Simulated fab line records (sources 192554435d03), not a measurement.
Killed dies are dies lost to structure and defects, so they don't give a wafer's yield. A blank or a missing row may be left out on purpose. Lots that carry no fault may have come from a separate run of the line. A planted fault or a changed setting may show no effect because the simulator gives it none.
fab line records	flow n5Finfet	part 2 of 2: steps 17 to 23 of 23
record lots=5	wafers=15	lastDay=19
route steps=1938 shown HKMG_FIN@445 GATE_CUT@465
lots with no fault: from the same line, run without faults
startH: start of the lot's first displayed wafer, in hours after the record's first day	waitH: how many hours have passed since the lot's step before this one	" the same as in the row above	L1.1+2: a single row standing in for several wafers	- no value present, or no start provided	* or withheld: withheld	< > ~ a bound
route shown NAME@n: NAME is a module with steps in the file, n the number in the route of the first one	usual: mean/standard deviation taken from wafers without a fault	same: alike in all rows	chamber/n: place in a boat	sites: readings site by site	_std_site: the values' standard deviation	_edge_site: inner sites' mean taken away from outer sites' mean	radiusMm: for every site, how far away it sits from the centre of the wafer	mask NAME#n: copy n	behind: the tool/chamber that last shaped the wafer	hold: reason for holding the lot/hours on hold/outcome of the hold	device: transistor that didn't switch, given as n, p or np	end of line: the same wafers' tests at the end of the route	for a step that has no rows: nothing shown but its recipe	killed: the dies lost at the first sort to structure and to defects; this is not the yield of the wafer	map: the dies of a wafer, with x for killed, . for not killed, _ for no die there
set.NAME: setting as actually run; set.NAME@STEP: the setting as run at that earlier step	model.NAME: the simulator's own value behind a step, which no gauge read
certain route steps with their lots: each step a table, each wafer a row
services: the hour from which a tool's chamber was out of use, counted from the record's first day as startH (under 0 if before that day), plus the number of hours and why
## steps
# step N5_HKMG_FIN_CMP_23
# recipe stopOn=SiNx	tOverpolishS=10	postCmpClean=rinseOnly	downForcePsi=4	platenRpm=50.289	padVelocityMS=1.0006	targetThkNm=46.326
# usual headPressurePsi=4.000/0.0088	motorCurrentA=11.9/1.1	overpolishRunS=10.000/0.0097	timeToEndpointS=11.8/2.3
lot.wafer	tool	chamber	startH	waitH	headPressurePsi	motorCurrentA	overpolishRunS	timeToEndpointS
L076.1	cmp-02	1	92.64	0.1	4.008	11.9	9.976	15.1
L076.4	"	2	"	"	4.009	12.8	9.998	13.1
L076.6	"	1	"	"	4.001	11.8	10.002	13.5
L079.3	cmp-02	3	111.40	0.0	3.996	11.2	10.026	14.1
L079.5	"	3	"	"	3.993	11.1	9.985	14.7
L079.6	"	0	"	"	4.000	13.7	9.999	10.3
L091.3	cmp-02	1	179.89	0.1	3.994	12.2	10.004	14.8
L091.5	"	0	"	"	3.993	13.4	10.012	13.0
L091.6	"	1	"	"	4.001	11.8	10.000	11.1
L096.2	cmp-03	2	215.94	0.0	4.006	13.7	10.009	9.8
L096.6	"	2	"	"	4.014	12.1	10.007	8.0
L096.5	"	3	"	"	4.002	11.5	10.000	12.3
L097.4	cmp-01	0	217.56	0.1	4.011	11.4	10.004	10.5
L097.2	"	2	"	"	4.008	12.6	9.991	11.0
L097.5	"	3	"	"	4.001	10.8	10.008	10.3
# step N5_HKMG_FIN_CMP_94
# recipe stopOn=SiNx	postCmpClean=wDiluteNh4oh	tOverpolishS=4.7	downForcePsi=4	platenRpm=50.289	padVelocityMS=1.0006	targetThkNm=43.299
# usual headPressurePsi=4.001/0.0086	motorCurrentA=12.1/1.1
lot.wafer	tool	chamber	startH	waitH	headPressurePsi	motorCurrentA
L076.1	cmp-02	1	93.07	0.3	3.994	12.8
L076.4	"	2	"	"	4.007	13.2
L076.6	"	1	"	"	4.004	12.4
L079.3	cmp-02	3	111.88	0.4	3.996	11.3
L079.5	"	3	"	"	3.996	11.3
L079.6	"	0	"	"	4.003	13.7
L091.3	cmp-02	1	180.32	0.3	4.006	11.7
L091.5	"	0	"	"	4.004	14.0
L091.6	"	1	"	"	3.995	12.3
L096.2	cmp-03	2	216.42	0.4	3.991	13.3
L096.6	"	2	"	"	4.004	12.9
L096.5	"	3	"	"	3.999	11.0
L097.4	cmp-01	0	217.99	0.3	4.000	12.2
L097.2	"	2	"	"	3.990	13.0
L097.5	"	3	"	"	4.006	10.9
# step N5_HKMG_FIN_INSPECT_28
# recipe inspectInstrument=darkfield	mode=postCmp
# usual rawDefectCount=34/15
lot.wafer	tool	chamber	startH	waitH	rawDefectCount
L076.1	defectInspect-01	-	93.27	0.0	65
L076.4	"	-	"	"	39
L076.6	"	-	"	"	35
L079.3	defectInspect-01	-	112.12	0.0	65
L079.5	"	-	"	"	54
L079.6	"	-	"	"	79
L091.3	defectInspect-01	-	180.52	0.0	29
L091.5	"	-	"	"	22
L091.6	"	-	"	"	44
L096.2	defectInspect-01	-	216.66	0.0	24
L096.5	"	-	"	"	41
L096.6	"	-	"	"	49
L097.2	defectInspect-01	-	218.19	0.0	24
L097.4	"	-	"	"	43
L097.5	"	-	"	"	40
# step N5_GATE_CUT_ETCHBACK_00
# recipe chemistry=SF6/Cl2	target=W	pressureMtorr=8	icpW=900	biasW=80	SF6_flow_sccm=40	Cl2_flow_sccm=60
# usual drypumpMotorCurrentA=5.5/0.37	oesProductAu=0.69/0.04	throttleValvePct=27.7/0.41
lot.wafer	tool	chamber	startH	waitH	drypumpMotorCurrentA	oesProductAu	rfHoursCounterH	throttleValvePct
L076.1	rieMetal-02	1	93.30	0.0	5.1	0.70	78	27.4
L076.4	"	0	"	"	6.0	0.68	-	28.4
L076.6	"	0	"	"	6.0	0.68	-	28.4
L079.3	rieMetal-02	0	112.19	0.1	6.0	0.68	-	28.4
L079.5	"	0	"	"	6.0	0.68	-	28.4
L079.6	"	1	"	"	5.1	0.69	-	27.4
L091.3	rieMetal-01	1	180.60	0.1	5.3	0.71	-	27.3
L091.5	"	0	"	"	5.6	0.66	-	27.8
L091.6	"	1	"	"	5.3	0.71	-	27.3
L096.2	rieMetal-01	1	216.69	0.0	5.3	0.70	64	27.3
L096.5	"	0	"	"	5.6	0.66	-	27.7
L096.6	"	1	"	"	5.3	0.70	-	27.3
L097.2	rieMetal-03	0	218.22	0.0	5.3	0.64	108	27.8
L097.4	"	1	"	"	6.0	0.79	-	27.5
L097.5	"	1	"	"	6.0	0.78	-	27.5
# step N5_GATE_CUT_ETCH_56
# recipe chemistry=Cl2/Ar	target=TiN	targetDepthA=216	pressureMtorr=10	icpW=600	biasW=60	Cl2_flow_sccm=40	Ar_flow_sccm=60
# usual drypumpMotorCurrentA=5.5/0.38	oesProductAu=0.70/0.043	throttleValvePct=21.0/0.32
lot.wafer	tool	chamber	startH	waitH	drypumpMotorCurrentA	oesProductAu	rfHoursCounterH	throttleValvePct
L076.1	rieMetal-02	1	93.42	0.1	5.1	0.71	78	20.8
L076.4	"	0	"	"	6.0	0.68	-	21.5
L076.6	"	0	"	"	6.0	0.68	-	21.5
L079.3	rieMetal-02	0	112.30	0.1	6.0	0.67	-	21.6
L079.5	"	0	"	"	6.0	0.67	-	21.6
L079.6	"	1	"	"	5.1	0.70	-	20.8
L091.3	rieMetal-01	1	180.71	0.1	5.3	0.70	-	20.7
L091.5	"	0	"	"	5.6	0.67	-	21.0
L091.6	"	1	"	"	5.3	0.69	-	20.7
L096.2	rieMetal-01	1	216.81	0.1	5.3	0.68	64	20.8
L096.5	"	0	"	"	5.6	0.66	-	21.0
L096.6	"	1	"	"	5.3	0.69	-	20.7
L097.2	rieMetal-03	0	218.34	0.1	5.3	0.63	108	21.2
L097.4	"	1	"	"	6.0	0.79	-	20.8
L097.5	"	1	"	"	6.0	0.79	-	20.8
# step N5_GATE_CUT_ETCHBACK_30
# recipe chemistry=Cl2/Ar	target=TiN	targetDepthA=30	mode=isotropic	pressureMtorr=10	icpW=600	biasW=60	Cl2_flow_sccm=40	Ar_flow_sccm=60
# usual drypumpMotorCurrentA=5.5/0.38	oesProductAu=0.70/0.044	throttleValvePct=21.0/0.32
lot.wafer	tool	chamber	startH	waitH	drypumpMotorCurrentA	oesProductAu	rfHoursCounterH	throttleValvePct
L076.1	rieMetal-02	1	93.51	0.1	5.1	0.71	78	20.8
L076.4	"	0	"	"	6.0	0.67	-	21.5
L076.6	"	0	"	"	6.0	0.67	-	21.6
L079.3	rieMetal-02	0	112.37	0.0	6.0	0.68	-	21.5
L079.5	"	0	"	"	6.0	0.67	-	21.5
L079.6	"	1	"	"	5.1	0.70	-	20.8
L091.3	rieMetal-01	1	180.78	0.0	5.3	0.69	-	20.7
L091.5	"	0	"	"	5.6	0.67	-	21.0
L091.6	"	1	"	"	5.3	0.70	-	20.7
L096.2	rieMetal-01	1	216.90	0.1	5.3	0.68	64	20.7
L096.5	"	0	"	"	5.6	0.66	-	21.0
L096.6	"	1	"	"	5.3	0.68	-	20.8
L097.2	rieMetal-03	0	218.43	0.1	5.3	0.64	108	21.3
L097.4	"	1	"	"	6.0	0.79	-	20.8
L097.5	"	1	"	"	6.0	0.79	-	20.8
# step N5_GATE_CUT_VAPOR_ETCH_60
# recipe chemistry=BCl3/Cl2	target=HfO2	mode=isotropic
# usual drypumpMotorCurrentA=5.5/0.38	oesProductAu=0.70/0.041
lot.wafer	tool	chamber	startH	waitH	drypumpMotorCurrentA	oesProductAu
L076.1	rieMetal-02	1	93.54	0.0	5.1	0.70
L076.4	"	0	"	"	6.1	0.68
L076.6	"	0	"	"	6.0	0.68
L079.3	rieMetal-02	0	112.40	0.0	6.0	0.69
L079.5	"	0	"	"	6.0	0.67
L079.6	"	1	"	"	5.1	0.70
L091.3	rieMetal-01	1	180.81	0.0	5.3	0.71
L091.5	"	0	"	"	5.6	0.66
L091.6	"	1	"	"	5.3	0.70
L096.2	rieMetal-01	1	216.93	0.0	5.3	0.69
L096.5	"	0	"	"	5.6	0.66
L096.6	"	1	"	"	5.3	0.69
L097.2	rieMetal-03	0	218.46	0.0	5.3	0.64
L097.4	"	1	"	"	6.1	0.79
L097.5	"	1	"	"	6.0	0.78
## services
tool	chamber	startH	hours	kind
rieMetal-02	1	67.03	2.7	repair
rieMetal-01	0	71.79	11.8	repair
aldMetal-01	0	81.21	10.6	repair
wetBench-01	-	89.02	0.7	repair
rieMetal-03	-	90.43	0.1	repair
rieMetal-01	1	90.52	6.2	repair
cvdW-02	1	92.56	2.7	repair
cvdW-01	-	101.48	2.8	pm
aldMetal-01	1	105.97	13.8	repair
plasmaAsher-02	-	150.53	14.6	pm
wetBench-02	-	155.61	0.8	repair
cmp-02	-	158.84	4.6	pm
cmp-02	-	164.31	1.0	repair
rieDiel-03	2	165.53	5.8	repair
aldMetal-01	0	166.99	8.8	repair
plasmaAsher-02	-	169.99	1.7	repair
aldMetal-01	-	177.04	14.6	pm
wetBench-03	-	183.99	1.6	repair
rieDiel-05	0	191.10	10.4	repair
rieMetal-03	-	194.96	0.5	repair
rieDiel-03	2	206.92	7.6	repair
cmp-02	-	212.65	4.0	pm
wetBench-02	-	214.08	2.7	repair
cvdW-02	-	214.17	6.0	pm
